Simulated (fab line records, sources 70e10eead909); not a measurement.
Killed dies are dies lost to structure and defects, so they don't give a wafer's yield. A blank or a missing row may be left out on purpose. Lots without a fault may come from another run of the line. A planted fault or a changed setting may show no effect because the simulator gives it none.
Problem report in the 8D (eight disciplines) form, filled by code | flow nand_harc | the parts of the form that need people (team, actions taken, sign-off) are left out

1. THE PROBLEM
thk_nm at NHARC_A_ONON_D2_THK_MEAS_18 reads a mean of 1802 nm on 2 wafers of 2 lots; wafers without a fault read 1002 nm with a standard deviation of 12. That is +67 standard deviations from the usual mean.
The step: measures by ellipsometry.
First seen on wafer L500.2, day 14 03:53, on film_metro-01. The record holds 41 wafers of 14 lots with a number at this step. Rule for "out", or "out of limits": more than 4 standard deviations from the usual mean. The other wafers with a number count as sound.

2. WHAT IT IS AND WHAT IT IS NOT
question                    | is                           | is not
which readings at this step | thk_nm                       | -
which lots                  | L500, L501                   | L496, L497, L509, L510, L512, L513, L514, L515, L516, L517, L518, L519
which wafers of those lots  | L500.2, L501.2               | L500.4, L501.3, L501.5
read on which gauges        | film_metro-01, film_metro-02 | -
when                        | from day 14 03:53            | up to then (7 sound wafers); but 32 sound wafers of L501, L509, L510, L512, L513, L514, L515, L516, L517, L518, L519 came after

3. SUSPECTS, AND WHAT RULES EACH OUT
Counting: a tool at a process step up to the reading stays a suspect if it ran every lot that is out. Sound lots after the first of them don't rule it out here, since some wafers of a struck lot are sound.
- the gauge at NHARC_A_ONON_D2_THK_MEAS_18: ruled out. The wafers that are out were read on 2 gauges (film_metro-01, film_metro-02).
- rie_si-04 at NHARC_A_DECK1_JOINT_ETCHBACK_00 (etches the open film in HBr, target depth 30 nm, time 17.4 s): kept. It ran every lot that is out, first L500 (day 12 21:28).
- pecvd_onon-03 at NHARC_A_ONON_D2_DEP_16 (target thk 1000 nm): kept. It ran every lot that is out, first L500 (day 14 03:26); its last sound lot up to then is L497 (day 12 21:26).
Left after counting: rie_si-04 at NHARC_A_DECK1_JOINT_ETCHBACK_00, pecvd_onon-03 at NHARC_A_ONON_D2_DEP_16.

4. THE CAUSE (what the simulator had put in)
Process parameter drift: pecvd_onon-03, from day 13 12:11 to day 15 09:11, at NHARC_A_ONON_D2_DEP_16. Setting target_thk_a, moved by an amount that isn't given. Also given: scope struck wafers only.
Counting left 2 suspects, and this tool is among them.

5. THE CHAIN OF EFFECTS, in route order
Each row: a reading whose mean over the struck wafers that have a number lies more than 3 standard deviations from the usual. Only readings for which the record gives a usual standard deviation are gone through. hours: the time from each lot's start at the first step in this table that gives one to its start at this step, as a median over the lots. sigmas: the change in usual standard deviations.
hours | step                        | reading         | usual   | on struck wafers | change | sigmas
0     | NHARC_A_ONON_D2_THK_MEAS_18 | thk_nm          | 1002 nm | 1802             | +800   | +67
275   | NHARC_END_SORT_01           | killed_at_array | 59      | 674              | +615   | +36
275   | NHARC_END_SORT_01           | killed_dies     | 63      | 677              | +614   | +34

6. WHAT WOULD HAVE CAUGHT IT SOONER
In this record the first reading out of limits at a measuring or inspecting step was taken at day 14 03:53, 16 hours after the fault began at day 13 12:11.
Of the lots that are out (2), L501 began NHARC_A_ONON_D2_DEP_16 on pecvd_onon-03 after day 14 03:53. A hold on the tool at that time would have spared it.
